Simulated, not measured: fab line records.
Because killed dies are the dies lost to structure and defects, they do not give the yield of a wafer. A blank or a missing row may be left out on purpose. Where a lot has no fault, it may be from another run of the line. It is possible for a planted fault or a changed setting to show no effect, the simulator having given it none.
fab line records -- flow n5_finfet
record lots=6, wafers=18, last_day=17
route steps=1938 shown HKMG_FIN@400 BEOL_M4@1111
lots that met no fault: from a run of the same line without faults
start_h: hours from the record's opening day to when the first of the lot's shown wafers began -- wait_h: time in hours since the lot's previous step -- " identical to the entry in the row above -- L1.1+2: a row that stands for several wafers -- - value missing, or start not given -- * or withheld: withheld -- < > ~ a bound
route shown NAME@n: names a module that has steps shown in the file, with the first one's number in the route -- usual: the fault-free wafers' mean and standard deviation -- same: alike in all rows -- chamber/n: place in a boat -- sites: readings site by site -- _std_site: the standard deviation of these -- _edge_site: inner sites' mean taken away from outer sites' mean -- radius_mm: for every site, how far away it sits from the centre of the wafer -- mask NAME#n: copy n -- behind: the tool/chamber that last shaped the wafer -- hold: reason for holding the lot/hours on hold/outcome of the hold -- device: which transistor (n, p or np) failed to switch -- end of line: tests run on the same wafers once the route is complete -- where a step has no rows: the recipe by itself -- killed: dies lost to structure and defects at the first sort, not the wafer's yield -- map: the dies of a wafer, with x for killed, . for not killed, _ for no die there
set.NAME: the run value of the setting; set.NAME@STEP: its run value at that earlier step -- model.NAME: the simulator's own value behind a step, which no gauge read
certain route steps with their lots: each step a table, each wafer a row
services: a tool's chamber out of use, with start hour (start_h, from the record's first day; less than 0 if before it), hours out, and reason
## steps
# step N5_HKMG_FIN_INSPECT_61
# recipe mode=adi, inspect_instrument=macro
# usual raw_defect_count=1.8/1.4
lot.wafer,tool,chamber,start_h,wait_h,raw_defect_count
L333.3,defect_inspect-01,-,74.67,0.0,0
L333.4,defect_inspect-01,-,74.67,0.0,1
L333.6,defect_inspect-01,-,74.67,0.0,0
L335.1,defect_inspect-01,-,82.55,0.0,2
L335.2,defect_inspect-01,-,82.55,0.0,3
L335.5,defect_inspect-01,-,82.55,0.0,2
L341.2,defect_inspect-01,-,120.00,0.0,0
L341.4,defect_inspect-01,-,120.00,0.0,2
L341.6,defect_inspect-01,-,120.00,0.0,1
L347.1,defect_inspect-01,-,155.55,0.0,0
L347.3,defect_inspect-01,-,155.55,0.0,2
L347.5,defect_inspect-01,-,155.55,0.0,2
L349.3,defect_inspect-02,-,173.55,0.0,0
L349.4,defect_inspect-02,-,173.55,0.0,1
L349.5,defect_inspect-02,-,173.55,0.0,0
L355.4,defect_inspect-01,-,205.31,0.0,1
L355.5,defect_inspect-01,-,205.31,0.0,2
L355.6,defect_inspect-01,-,205.31,0.0,1
# step N5_HKMG_FIN_DESCUM_53
# recipe chemistry=O2, time_s=7.9, source_power_w=50, bias_power_w=20, pressure_mtorr=20, rf_frequency_hz=2.712e+07, temp_c=40, resist=CAR-ArF, o2_flow_sccm=225
# step N5_HKMG_FIN_ETCH_54
# recipe chemistry=CF4, target=SiARC, target_depth_a=455, mask_material=CAR-ArF, time_s=75.8, ion_energy_ev=80, pressure_mtorr=40, source_w=545, bias_w=36, Ar_flow_sccm=100, cf4_flow_sccm=100, ends=cleared
# usual drypump_motor_current_A=5.7/0.52, etch_rf_on_time_s=75.7/1.1, oes_product_au=0.65/0.064, rf_vpp_V=183.7/0.83, showerhead_plenum_p_Torr=2.118/0.028, throttle_valve_pct=15.66/0.26
lot.wafer,tool,chamber,start_h,wait_h,drypump_motor_current_A,etch_rf_on_time_s,oes_product_au,rf_hours_counter_h,rf_vpp_V,showerhead_plenum_p_Torr,throttle_valve_pct
L333.3,rie_diel-05,2,74.74,0.0,5.2,74.9,0.65,134,184.7,2.061,15.63
L333.4,rie_diel-05,0,74.74,0.0,5.1,76.5,0.60,200,182.9,2.123,15.56
L333.6,rie_diel-05,0,74.74,0.0,5.1,76.7,0.60,-,185.1,2.124,15.55
L335.1,rie_diel-01,3,82.82,0.0,4.8,75.0,0.65,158,184.1,2.142,15.78
L335.2,rie_diel-01,2,82.82,0.0,5.7,75.3,0.59,228,183.6,2.120,16.05
L335.5,rie_diel-01,2,82.82,0.0,5.7,75.2,0.60,-,184.1,2.120,16.05
L341.2,rie_diel-02,0,120.07,0.0,5.7,75.0,0.69,92,183.5,2.074,15.56
L341.4,rie_diel-02,3,120.07,0.0,6.1,74.4,0.68,98,184.9,2.160,15.52
L341.6,rie_diel-02,3,120.07,0.0,6.0,74.6,0.67,-,184.7,2.160,15.50
L347.1,rie_diel-01,0,155.62,0.0,6.5,74.9,0.75,38,181.7,2.098,15.18
L347.3,rie_diel-01,1,155.62,0.0,5.7,74.9,0.59,226,183.5,2.116,15.76
L347.5,rie_diel-01,0,155.62,0.0,6.5,76.3,0.74,-,183.5,2.097,15.19
L349.3,rie_diel-01,1,173.82,0.0,5.7,75.8,0.59,233,183.8,2.114,15.78
L349.4,rie_diel-01,0,173.82,0.0,6.5,76.6,0.74,45,183.7,2.095,15.20
L349.5,rie_diel-01,2,173.82,0.0,5.7,73.9,0.82,-,182.4,2.112,15.59
L355.4,rie_diel-02,3,205.37,0.0,6.0,74.9,0.66,126,185.2,2.151,15.57
L355.5,rie_diel-02,3,205.37,0.0,6.1,75.2,0.65,-,184.2,2.151,15.55
L355.6,rie_diel-02,0,205.37,0.0,5.6,74.9,0.66,-,182.8,2.065,15.61
# step N5_HKMG_FIN_ETCH_55
# recipe chemistry=N2/H2, target=SOC, target_depth_a=2400, temp_c=40, time_s=300, ion_energy_ev=200, mask_material=SiARC, pressure_mtorr=30, source_w=840, bias_w=150, n2_flow_sccm=200, h2_flow_sccm=200
# usual drypump_motor_current_A=5.7/0.52, oes_product_au=0.76/0.076, rf_vpp_V=522.9/1.2, showerhead_plenum_p_Torr=2.51/0.034, throttle_valve_pct=17.87/0.25
lot.wafer,tool,chamber,start_h,wait_h,drypump_motor_current_A,oes_product_au,rf_hours_counter_h,rf_vpp_V,showerhead_plenum_p_Torr,throttle_valve_pct
L333.3,rie_diel-05,2,74.79,0.0,5.1,0.76,135,521.0,2.45,17.91
L333.4,rie_diel-05,0,74.79,0.0,5.1,0.69,200,523.9,2.53,17.80
L333.6,rie_diel-05,0,74.79,0.0,5.1,0.70,-,521.8,2.53,17.80
L335.1,rie_diel-01,3,82.88,0.0,4.8,0.77,158,524.1,2.54,18.02
L335.2,rie_diel-01,2,82.88,0.0,5.7,0.69,228,522.4,2.51,18.16
L335.5,rie_diel-01,2,82.88,0.0,5.7,0.69,-,523.8,2.51,18.18
L341.2,rie_diel-02,0,120.13,0.0,5.7,0.81,92,522.3,2.46,17.74
L341.4,rie_diel-02,3,120.13,0.0,6.1,0.80,98,523.6,2.57,17.72
L341.6,rie_diel-02,3,120.13,0.0,6.1,0.80,-,524.2,2.57,17.70
L347.1,rie_diel-01,0,155.68,0.0,6.5,0.88,38,521.8,2.49,17.40
L347.3,rie_diel-01,1,155.68,0.0,5.8,0.70,226,521.3,2.51,17.99
L347.5,rie_diel-01,0,155.68,0.0,6.6,0.88,-,522.5,2.49,17.39
L349.3,rie_diel-01,1,173.88,0.0,5.7,0.69,233,523.6,2.51,17.99
L349.4,rie_diel-01,0,173.88,0.0,6.5,0.87,45,521.1,2.49,17.42
L349.5,rie_diel-01,2,173.88,0.0,5.7,0.98,-,523.2,2.50,17.75
L355.4,rie_diel-02,3,205.43,0.0,6.0,0.76,126,523.9,2.56,17.72
L355.5,rie_diel-02,3,205.43,0.0,6.1,0.77,-,523.4,2.56,17.75
L355.6,rie_diel-02,0,205.43,0.0,5.6,0.78,-,519.6,2.45,17.81
# step N5_HKMG_FIN_STRIP_56
# recipe chemistry=N2/H2, temp_c=40, n2_flow_sccm=200, h2_flow_sccm=200, rf_frequency_hz=6e+07
# step N5_HKMG_FIN_STRIP_57
# recipe chemistry=CF4, resist=SiARC, power_w=300, bias_power_w=75, pressure_mtorr=50, cf4_flow_sccm=150, rf_frequency_hz=6e+07
# step N5_HKMG_FIN_ETCH_58
# recipe chemistry=N2/H2, target=SOC, target_depth_a=2158, ion_energy_ev=50, bias_w=13, time_s=741, pressure_mtorr=30, source_w=875, n2_flow_sccm=200, h2_flow_sccm=200
# usual drypump_motor_current_A=5.7/0.52, oes_product_au=0.76/0.076, rf_vpp_V=99.0/0.82, showerhead_plenum_p_Torr=2.51/0.034, throttle_valve_pct=17.83/0.25
lot.wafer,tool,chamber,start_h,wait_h,drypump_motor_current_A,oes_product_au,rf_hours_counter_h,rf_vpp_V,showerhead_plenum_p_Torr,throttle_valve_pct
L333.3,rie_diel-05,2,75.00,0.0,5.1,0.76,135,98.6,2.45,17.86
L333.4,rie_diel-05,0,75.00,0.0,5.1,0.70,200,99.2,2.53,17.75
L333.6,rie_diel-05,0,75.00,0.0,5.1,0.69,-,97.9,2.53,17.74
L335.1,rie_diel-01,3,83.09,0.0,4.8,0.76,158,99.1,2.54,17.99
L335.2,rie_diel-01,2,83.09,0.0,5.7,0.69,229,98.5,2.51,18.12
L335.5,rie_diel-01,2,83.09,0.0,5.7,0.69,-,98.9,2.51,18.11
L341.2,rie_diel-02,0,120.34,0.0,5.6,0.81,93,100.6,2.46,17.70
L341.4,rie_diel-02,3,120.34,0.0,6.1,0.79,98,99.0,2.57,17.65
L341.6,rie_diel-02,3,120.34,0.0,6.0,0.79,-,100.5,2.57,17.66
L347.1,rie_diel-01,0,155.89,0.0,6.5,0.88,38,98.6,2.49,17.35
L347.3,rie_diel-01,1,155.89,0.0,5.8,0.69,227,98.4,2.51,17.95
L347.5,rie_diel-01,0,155.89,0.0,6.5,0.87,-,98.4,2.49,17.35
L349.3,rie_diel-01,1,174.09,0.0,5.7,0.69,234,97.8,2.51,17.97
L349.4,rie_diel-01,0,174.09,0.0,6.5,0.87,46,98.7,2.49,17.38
L349.5,rie_diel-01,2,174.09,0.0,5.7,0.98,-,98.4,2.50,17.70
L355.4,rie_diel-02,3,205.64,0.0,6.1,0.76,126,99.4,2.56,17.71
L355.5,rie_diel-02,3,205.64,0.0,6.1,0.77,-,98.2,2.55,17.71
L355.6,rie_diel-02,0,205.64,0.0,5.6,0.77,-,98.9,2.45,17.75
# step N5_HKMG_FIN_STRIP_93
# recipe chemistry=N2/H2, material=SOC, time_s=20, power_w=500, temp_c=40, pressure_mtorr=50, rf_frequency_hz=6e+07, bias_power_w=8, h2_frac=0.5, n2_flow_sccm=300, h2_flow_sccm=300
# step N5_HKMG_FIN_WET_ETCH_76
# recipe chemistry=dNH4OH, mix=1:50, temp_c=25, target=Al2O3, stop_on=La2O3, target_depth_nm=2.25, dry=ipa_marangoni, rinse_time_s=30, rinse_temp_c=23
# step N5_HKMG_FIN_STRIP_60
# recipe chemistry=N2/H2, power_w=2500, temp_c=300, h2_frac=0.65, time_s=360, pressure_mtorr=withheld, n2_flow_sccm=1750, h2_flow_sccm=3250
# usual drypump_motor_current_A=5.7/0.41, heater_power_w=470/52
lot.wafer,tool,chamber,start_h,wait_h,drypump_motor_current_A,heater_power_w,rf_hours_counter_h
L333.3,plasma_asher-02,1,75.70,0.1,5.3,406,-
L333.4,plasma_asher-02,0,75.70,0.1,5.5,488,-
L333.6,plasma_asher-02,0,75.70,0.1,5.4,464,-
L335.1,plasma_asher-01,1,83.66,0.0,5.6,558,84
L335.2,plasma_asher-01,0,83.66,0.0,6.3,441,84
L335.5,plasma_asher-01,0,83.66,0.0,6.3,436,-
L341.2,plasma_asher-01,0,120.92,0.0,6.3,449,90
L341.4,plasma_asher-01,0,120.92,0.0,6.3,453,-
L341.6,plasma_asher-01,0,120.92,0.0,6.3,457,-
L347.1,plasma_asher-02,0,156.46,0.0,5.4,479,50
L347.3,plasma_asher-02,1,156.46,0.0,5.2,404,-
L347.5,plasma_asher-02,0,156.46,0.0,5.4,481,-
L349.3,plasma_asher-02,1,174.78,0.1,5.2,407,-
L349.4,plasma_asher-02,0,174.78,0.1,5.4,469,-
L349.5,plasma_asher-02,0,174.78,0.1,5.4,486,-
L355.4,plasma_asher-01,0,206.36,0.2,6.3,457,-
L355.5,plasma_asher-01,0,206.36,0.2,6.3,446,-
L355.6,plasma_asher-01,1,206.36,0.2,5.6,528,-
# step N5_HKMG_FIN_WET_ETCH_77
# recipe chemistry=dHCl, mix=1:10000, temp_c=25, target=La2O3, stop_on=HfO2, target_depth_nm=2
# step N5_HKMG_FIN_WET_ETCH_78
# recipe chemistry=dNH4OH, mix=1:50, temp_c=25, target=Al2O3, stop_on=La2O3, target_depth_nm=4.5, dry=ipa_marangoni, rinse_time_s=30, rinse_temp_c=23
# step N5_HKMG_FIN_ALD_79
# recipe material=TiN, target_thk_a=15, temp_c=400, ald_precursor_family=TiCl4, ald_co_reactant=NH3, pulse_time_s=1, purge_time_s=3, co_reactant_purge_time_s=2, co_reactant_pulse_time_s=2, ald_cycles=68, pressure_torr=3
# usual co_reactant_pulse_time_s=2/0, heater_power_w=893/99, precursor_pulse_height_rel=1.000/0.023
lot.wafer,tool,chamber,start_h,wait_h,co_reactant_pulse_time_s,heater_power_w,precursor_pulse_height_rel
L333.3,ald_metal-01,3,76.07,0.0,2,801,1.059
L333.4,ald_metal-01,0,76.07,0.0,2,928,1.017
L333.6,ald_metal-01,3,76.07,0.0,2,800,1.029
L335.1,ald_metal-03,3,84.15,0.0,2,778,0.995
L335.2,ald_metal-03,0,84.15,0.0,2,863,1.026
L335.5,ald_metal-03,2,84.15,0.0,2,1040,0.992
L341.2,ald_metal-01,2,121.41,0.0,2,935,1.002
L341.4,ald_metal-01,3,121.41,0.0,1.8436,802,0.987
L341.6,ald_metal-01,2,121.41,0.0,2,930,1.024
L347.1,ald_metal-01,3,156.96,0.0,1.8436,785,0.938
L347.3,ald_metal-01,2,156.96,0.0,1.8436,941,1.006
L347.5,ald_metal-01,1,156.96,0.0,2,1007,1.001
L349.3,ald_metal-04,0,175.15,0.0,2,986,0.992
L349.4,ald_metal-04,1,175.15,0.0,2,941,0.999
L349.5,ald_metal-04,0,175.15,0.0,2,953,1.022
L355.4,ald_metal-04,3,206.72,0.0,2,841,0.986
L355.5,ald_metal-04,3,206.72,0.0,2,825,1.025
L355.6,ald_metal-04,0,206.72,0.0,2,987,0.971
# step N5_HKMG_FIN_CVD_62
# recipe material=a-Si, target_thk_a=30, temp_c=500, precursor=Si2H6, pressure_torr=1, time_s=20.8
# usual heater_power_w=1515/95
lot.wafer,tool,chamber,start_h,wait_h,heater_power_w
L333.3,thermal_cvd_si-02,1,76.43,0.2,1465
L333.4,thermal_cvd_si-02,1,76.43,0.2,1436
L333.6,thermal_cvd_si-02,0,76.43,0.2,1415
L335.1,thermal_cvd_si-02,2,84.51,0.2,1598
L335.2,thermal_cvd_si-02,1,84.51,0.2,1449
L335.5,thermal_cvd_si-02,0,84.51,0.2,1373
L341.2,thermal_cvd_si-02,2,121.77,0.2,1562
L341.4,thermal_cvd_si-02,2,121.77,0.2,1573
L341.6,thermal_cvd_si-02,0,121.77,0.2,1413
L347.1,thermal_cvd_si-02,1,157.32,0.2,1476
L347.3,thermal_cvd_si-02,1,157.32,0.2,1442
L347.5,thermal_cvd_si-02,1,157.32,0.2,1438
L349.3,thermal_cvd_si-02,1,175.56,0.2,1447
L349.4,thermal_cvd_si-02,2,175.56,0.2,1576
L349.5,thermal_cvd_si-02,1,175.56,0.2,1440
L355.4,thermal_cvd_si-01,1,207.14,0.2,1474
L355.5,thermal_cvd_si-01,0,207.14,0.2,1485
L355.6,thermal_cvd_si-01,2,207.14,0.2,1692
# step N5_BEOL_M4_RC_MEAS_101
# usual DIBL_N=36.5/1.4, DIBL_P=36.5/1.6, IOFF_N=0.163/0.022, IOFF_P=0.219/0.029, ION_N=675/8.3, ION_P=464/6.2, SS_N=71.5/0.52, SS_P=73.4/0.57, VT_N=249.7/2.6, VT_P=-250/3
lot.wafer,tool,chamber,start_h,wait_h,DIBL_N[mV/V],DIBL_P[mV/V],IOFF_N[nA/um],IOFF_P[nA/um],ION_N[uA/um],ION_P[uA/um],SS_N[mV/dec],SS_P[mV/dec],VT_N[mV],VT_P[mV]
L333.3,prober-02,0,165.29,0.7,36.7,35.8,0.147,0.195,672,460,71.0,72.1,252.0,-250
L333.4,prober-02,0,165.29,0.7,37.4,37.4,0.170,0.224,679,465,71.5,73.7,248.7,-248
L333.6,prober-02,0,165.29,0.7,36.9,36.6,0.160,0.207,668,462,71.7,73.0,249.6,-252
L335.1,prober-01,0,183.17,0.0,35.1,35.4,0.143,0.181,667,453,70.8,73.2,250.3,-253
L335.2,prober-01,0,183.17,0.0,35.9,36.8,0.167,0.206,674,459,72.0,73.4,246.6,-252
L335.5,prober-01,0,183.17,0.0,34.9,34.7,0.136,0.169,661,455,71.5,73.3,251.5,-255
L341.2,prober-01,0,214.85,0.2,36.9,36.2,0.167,0.253,685,473,71.2,73.3,249.1,-244
L341.4,prober-01,0,214.85,0.2,34.2,33.7,0.129,0.213,673,468,71.0,72.0,252.1,-248
L341.6,prober-01,0,214.85,0.2,35.3,34.5,0.141,0.221,681,469,71.2,72.5,248.7,-248
L347.1,prober-02,0,258.55,0.0,35.7,37.0,0.156,0.231,670,464,71.7,73.9,252.4,-247
L347.3,prober-02,0,258.55,0.0,37.2,38.7,0.187,0.253,673,463,72.3,73.9,248.2,-248
L347.5,prober-02,0,258.55,0.0,36.4,37.9,0.164,0.237,672,466,71.9,74.1,249.8,-247
L349.3,prober-02,0,262.51,0.3,34.0,33.1,0.118,0.169,672,453,70.2,72.9,254.2,-253
L349.4,prober-02,0,262.51,0.3,36.5,36.7,0.155,0.213,663,457,71.2,73.5,251.6,-249
L349.5,prober-02,0,262.51,0.3,36.1,36.0,0.153,0.202,675,460,71.3,73.2,248.6,-248
L355.4,prober-02,0,310.83,0.5,34.2,35.8,0.136,0.198,681,470,71.7,73.1,250.4,-252
L355.5,prober-02,0,310.83,0.5,34.4,36.2,0.140,0.202,674,467,71.6,72.8,251.3,-250
L355.6,prober-02,0,310.83,0.5,33.5,35.1,0.131,0.191,666,466,70.4,72.6,252.4,-252
## services
tool,chamber,start_h,hours,kind
rie_diel-02,-,55.82,15.6,pm
rie_diel-05,0,62.35,5.0,repair
ald_metal-01,-,64.52,2.8,pm
plasma_asher-02,-,77.58,0.3,repair
ald_metal-03,1,87.34,3.2,repair
rie_diel-01,1,88.68,15.3,repair
plasma_asher-02,-,89.32,2.0,repair
plasma_asher-02,-,92.62,0.3,repair
ald_metal-04,-,107.79,28.1,pm
thermal_cvd_si-02,0,126.29,66.6,repair
rie_diel-01,1,126.77,8.7,repair
plasma_asher-01,-,130.10,3.4,repair
rie_diel-05,0,141.50,9.7,repair
ald_metal-04,1,147.14,3.4,repair
thermal_cvd_si-02,2,148.25,17.2,repair
ald_metal-03,1,150.45,11.6,repair
ald_metal-04,0,151.62,19.0,repair
rie_diel-05,1,163.92,15.8,repair
plasma_asher-02,-,164.43,2.8,pm
plasma_asher-01,-,167.18,2.8,pm
thermal_cvd_si-01,-,186.22,6.1,pm
ald_metal-04,-,199.22,1.0,repair
thermal_cvd_si-01,-,200.92,2.8,pm
rie_diel-01,0,205.00,10.7,repair
## key
first_sign step=N5_HKMG_FIN_ALD_79, reading=co_reactant_pulse_time_s, direction=down, sigmas=99+, usual=*, struck=*
effect none on later readings
met_at N5_HKMG_FIN_ALD_79
struck_wafers L341.4,L347.1,L347.3
onset_between 76.07 121.41
fault kind=process_parameter_drift, tool=ald_metal-01, chamber=-, onset_h=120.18, steps=N5_HKMG_FIN_ALD_79, channel=co_reactant_pulse_time_s, offset=*, shape=step, end_h=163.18, scope=struck_wafers_only, acts_in=*, stated=*
